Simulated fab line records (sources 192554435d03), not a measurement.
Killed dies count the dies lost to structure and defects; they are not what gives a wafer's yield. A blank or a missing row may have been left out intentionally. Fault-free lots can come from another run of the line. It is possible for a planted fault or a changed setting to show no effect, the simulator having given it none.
Problem report, 8D (eight disciplines) form, completed by code -- flow n5Finfet -- the parts of the form that need people (team, actions taken, sign-off) are left out

1. PROBLEM STATEMENT
headPressurePsi at N5_MOL_CONTACT_COAG_CMP_23 reads a mean of 2.213 psi on 6 wafers of 2 lots; wafers without a fault read 2.001 psi with a standard deviation of 0.0041. That puts it +52 standard deviations away from the usual mean.
The step: polishes, stops on SiO2, t overpolish 1.5 s, target thk 0 nm.
First seen on wafer L124.3, day 6 14:17, on cmp-03. At this step, 27 wafers from 9 lots have a number in the record. By rule, "out" or "out of limits" means more than 4 standard deviations away from the usual mean. The rest of the wafers with a number are treated as sound.

2. WHAT IT IS, AND WHAT IT ISN'T
question,is,is not
which readings at this step,headPressurePsi,overpolishRunS
which lots,"L124, L126","L117, L118, L127, L136, L137, L138, L140"
which wafers of those lots,all that have a number,-
read on which tools,cmp-03,"cmp-02, cmp-04"
when,from day 6 14:17,"up to then (6 sound wafers); but 15 sound wafers of L127, L136, L137, L138, L140 came after"

3. WHAT RULES OUT EACH SUSPECT
Counting: a tool at a process step up to the reading stays a suspect if it ran every lot that is out and no sound lot after the first of them.
- pvdSputter-03 at N5_MOL_CONTACT_COAG_PRE_CLEAN_141 (time 60 s): ruled out as a lasting fault. After its first lot that is out, L124 (day 6 11:07), sound lots L127, L136 ran on it.
- rtpAnneal-01 at N5_MOL_CONTACT_COAG_ANNEAL_113 (time 300 s): ruled out as a lasting fault. After its first lot that is out, L124 (day 6 12:31), sound lots L136, L137, L138 ran on it.
- cmp-03 at N5_MOL_CONTACT_COAG_CMP_23 (polishes, stops on SiO2, t overpolish 1.5 s, target thk 0 nm): ruled out as a lasting fault. After its first lot that is out, L124 (day 6 14:17), sound lots L136, L137, L140 ran on it.
Left after counting: nothing in the record.

4. THE CAUSE (what the simulator had put in)
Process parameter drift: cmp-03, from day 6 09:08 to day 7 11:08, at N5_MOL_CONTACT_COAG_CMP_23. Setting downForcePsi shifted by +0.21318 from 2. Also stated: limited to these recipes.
Counting ruled it out, wrongly.

5. THE EFFECT CHAIN, in route order
Each row: a reading whose mean over the struck wafers that have a number lies more than 3 standard deviations from the usual. Readings are gone through only where the record gives a usual standard deviation; hours: the median, over the lots, of the time from a lot's start at the first step in this table giving one to that lot's start at this step; sigmas: the change measured in usual standard deviations.
hours,step,reading,usual,on struck wafers,change,sigmas
0,N5_MOL_CONTACT_COAG_CMP_23,headPressurePsi,2.001 psi,2.213,+0.212,+52
Process steps it contains:
- N5_MOL_CONTACT_COAG_CMP_23: polishes, stops on SiO2, t overpolish 1.5 s, target thk 0 nm.
Later measuring or inspecting steps at which every struck wafer that the step has a row for has a number for every such reading, and none has moved that far: N5_BEOL_M4_RC_MEAS_101.

6. WHAT WOULD HAVE CAUGHT IT SOONER
In this record no reading fell out of limits until day 6 14:17, 5 hours after the fault had begun at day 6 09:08.
